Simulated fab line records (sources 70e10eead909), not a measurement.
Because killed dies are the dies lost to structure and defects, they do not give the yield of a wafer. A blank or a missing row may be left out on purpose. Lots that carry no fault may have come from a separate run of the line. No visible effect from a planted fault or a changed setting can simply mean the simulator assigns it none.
Tool commonality check | flow nand harc | 2 lots, 6 wafers sampled

== WHAT PROMPTED THE OPENING ==
At NHARC_END_SORT_01 the reading killed at array is flagged on 2 of 2 lots. Fault-free wafers read 29, with a standard deviation of 11.
Rule: a lot is flagged when every wafer of it that has a number lies more than 4 standard deviations from that mean, or none has a number. The rest of the lots are taken to be sound.

lot  | measured     | on        | killed at array, wafer by wafer | flag
L917 | day 21 08:01 | prober-01 | 671 669 667                     | FLAGGED
L920 | day 21 17:22 | prober-01 | 677 675 674                     | FLAGGED
The numbers of the flagged lots are 672 on average: +643 against the usual, or +58 standard deviations.

== EACH LOT AND THE TOOL IT RAN ON ==
The record holds 4 process steps before the reading, out of a route of 1159 steps. Every cell lists first the tool, next ch and the chambers used by the sampled wafers, and last the start.
lot  | flag    | NHARC_A_CONTACT_DEP_84        | NHARC_A_BONDPAD_STRIP_15 | NHARC_THIN_TSV_CMP_01 | NHARC_THIN_TSV_PRE_CLEAN_54
L917 | FLAGGED | acl dep-01 ch 0, day 17 16:37 | no row                   | no row                | no row
L920 | FLAGGED | acl dep-01 ch 0, day 18 21:13 | no row                   | no row                | no row
What is done by these steps:
- NHARC_A_CONTACT_DEP_84: deposits aC, target thk 2000 nm.
- NHARC_A_BONDPAD_STRIP_15: strips in O2.
- NHARC_THIN_TSV_CMP_01: polishes.
- NHARC_THIN_TSV_PRE_CLEAN_54: time 30 s.
- NHARC_END_SORT_01

== FLAGGED AGAINST TOTAL, ONE TOOL AT A TIME (gauges that did the reading follow at the end) ==
step                   | tool       | lots run | flagged | share of the flagged lots | sound lots run after its first flagged lot
NHARC_A_CONTACT_DEP_84 | acl dep-01 | 2        | 2       | all                       | 0
NHARC_END_SORT_01      | prober-01  | 2        | 2       | all                       | 0

== THE TABLE: WHAT IT ALLOWS ==
acl dep-01 at NHARC_A_CONTACT_DEP_84 and prober-01 at NHARC_END_SORT_01 are the 2 rows of the table that ran each flagged lot.
- acl dep-01 at NHARC_A_CONTACT_DEP_84 ran 2 lots, 2 of them flagged. In this sample it ran no sound lot ahead of its first flagged lot, so there is no way to narrow down the start.
- prober-01 at NHARC_END_SORT_01 ran 2 lots, 2 of them flagged. In this sample it ran no sound lot ahead of its first flagged lot, so there is no way to narrow down the start.
Because each of these 2 tools fits a fault that began at some hour, counting lots does not separate them. More lots, or a look at what each step does to the wafer, might.

== WHAT THE SIMULATOR PUT IN ==
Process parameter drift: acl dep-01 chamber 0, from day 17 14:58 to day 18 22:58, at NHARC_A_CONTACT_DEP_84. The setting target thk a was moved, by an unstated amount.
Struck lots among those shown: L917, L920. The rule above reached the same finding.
